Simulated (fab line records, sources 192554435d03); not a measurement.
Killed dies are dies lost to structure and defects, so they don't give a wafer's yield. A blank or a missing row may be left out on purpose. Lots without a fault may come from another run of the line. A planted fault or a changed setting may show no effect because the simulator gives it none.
Chamber matching | flow n5_finfet | N5_BEOL_M3_ETCH_64 on rie_diel-06: 4 sister chambers
The step etches SOC in N2/H2, target depth 75 nm, overetch 15 nm, time 112.5 s. 4 wafers are shown with their chamber, then 9 later ones without.

WAFERS WITH THEIR CHAMBER
wafer  | chamber | drypump_motor_current_A (A)
L089.5 | 2       | 5.9
L091.2 | 3       | 6.5
L091.3 | 0       | 5.2
L091.4 | 1       | 6.6

WAFERS WITHOUT THEIR CHAMBER
wafer  | drypump_motor_current_A (A)
L093.2 | 6.5
L093.4 | 5.2
L093.6 | 5.2
L096.1 | 5.9
L096.2 | 6.5
L096.3 | 5.1
L097.1 | 5.9
L097.4 | 6.5
L097.5 | 5.1

WHICH CHAMBER EACH WENT THROUGH
wafer  | from the rows above | in truth
L093.2 | 3                   | 3
L093.4 | 0                   | 0
L093.6 | 0                   | 0
L096.1 | 2                   | 2
L096.2 | 3                   | 3
L096.3 | 0                   | 0
L097.1 | 2                   | 2
L097.4 | 3                   | 3
L097.5 | 0                   | 0
Placed correctly: 9 of 9. Can't be placed from these rows: 0. Placed wrongly: 0.
How it was worked out, from the rows above alone: a wafer's distance from a chamber is the root of the sum, over the readings, of the square of ((its reading less the chamber's mean) divided by the reading's scatter). The wafer belongs to the nearest chamber; if the next one is less than 2 further off, it can't be placed. A chamber's mean is the mean of its shown wafers. The scatter: with one shown wafer a chamber, the root of the mean of the squares of how far each hidden wafer lies from its nearest shown one.
